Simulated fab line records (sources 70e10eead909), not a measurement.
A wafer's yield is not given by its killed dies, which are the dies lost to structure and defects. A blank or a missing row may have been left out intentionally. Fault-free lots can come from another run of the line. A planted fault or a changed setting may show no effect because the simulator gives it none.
A lot that was struck, set against a sound lot :: flow nandHarc :: 14 out of 1302 route steps
Sound: wafers L764.1, L764.2, L764.6. The struck wafers were L773.1, L773.3, L773.6. The cause is named last.
Order at every step that has rows: each side's tool, ch and its chambers, its first start. Under that, the readings that differ: sound wafers :: struck wafers :: difference of the means :: sigmas: that difference in standard deviations of wafers without a fault.
alike: a reading whose means differ by less than 2 such deviations, as well as words and numbers matching on both sides. not compared: withheld readings; readings where some wafer has no value; bounds like >300 that might hide an equal value; numbers whose values overlap and for which the record gives no deviation.
Wherever a step has rows on one side only, a row that says differs or no value, or a row with sigmas, the two part there. When numbers do not overlap yet have no deviation, they are printed without sigmas and do not part them. A reading missing from all wafers of one side parts the sides only when that side holds two or more wafers.

first, 1 step without rows for these wafers: NHARC_A_CHANNEL_FILL_D1_SRD_12.
NHARC_A_CHANNEL_FILL_D1_INSPECT_13:
  sound on defectInspect-02, day 14 02:23; struck on defectInspect-01, day 17 15:47
reading: rawDefectCount
sound: 329 591 325
struck: 164 155 243
difference: -228
sigmas: -2
NHARC_A_DECK1_JOINT_ETCHBACK_07: etches the open film in HBr, target depth 105 nm, time 26.9 s.
  sound on rieSi-05 ch 1,2,3, day 14 02:28; struck on rieSi-05 ch 0,1,3, day 17 15:52
  alike: drypumpMotorCurrentA, heBacksideLeakSccm, oesProductAu, rfFwdPowerW, throttleValvePct
  not compared: rfHoursCounterH
then, 7 steps without rows for these wafers: NHARC_A_DECK1_JOINT_ETCH_25 (etches SiO2 in dHF, target depth 0.5 nm); NHARC_A_DECK1_JOINT_ETCH_19 (etches poly-Si in TMAH, target depth 3 nm); NHARC_A_DECK1_JOINT_ETCH_18 (etches SiO2 in dHF, target depth 3 nm); NHARC_A_DECK1_JOINT_WET_08 (chemistry H3PO4, time 86 s); NHARC_A_DECK1_JOINT_ETCH_09 (etches SiO2 in dHF, target depth 5 nm); NHARC_A_DECK1_JOINT_WET_10 (chemistry H3PO4, time 86 s); NHARC_A_DECK1_JOINT_ETCH_11 (etches SiO2 in dHF, target depth 35 nm).
NHARC_A_DECK1_JOINT_CVD_12: deposits poly-Si, target thk 90 nm, time 1800 s.
  sound on lpcvdPoly-02 ch 0, day 14 09:54; struck on lpcvdPoly-02 ch 0, day 18 02:05
  alike: zonePowerBottomPct
NHARC_A_DECK1_JOINT_CMP_13: polishes, target thk 51.023 nm.
  sound on cmp-03 ch 0,1,3, day 14 12:48; struck on cmp-03 ch 0,1,2, day 18 05:13
reading: timeToEndpointS (s)
sound: 11.7 9.5 12.3
struck: 23.3 20.4 21.4
difference: +10.5
sigmas: +6
  alike: motorCurrentA
NHARC_A_DECK1_JOINT_THK_MEAS_14: measures by ellipsometry.
  sound on filmMetro-01, day 14 13:02; struck on filmMetro-01, day 18 05:28
  alike: thkNm
-- the record jumps here: 15 days lie between the struck wafers' starts before and after (it left off in module A_DECK1_JOINT and takes up again in module END, whose first step shown is number 1302 of the route) --
NHARC_END_SORT_01:
  only the struck wafers appear in the record here, on prober-02 ch 0 at day 32 20:43; the sound ones have no rows

## WHERE THEY PART
First at NHARC_A_CHANNEL_FILL_D1_INSPECT_13; last, within this record, at NHARC_END_SORT_01.

WHY: what the simulator had put in
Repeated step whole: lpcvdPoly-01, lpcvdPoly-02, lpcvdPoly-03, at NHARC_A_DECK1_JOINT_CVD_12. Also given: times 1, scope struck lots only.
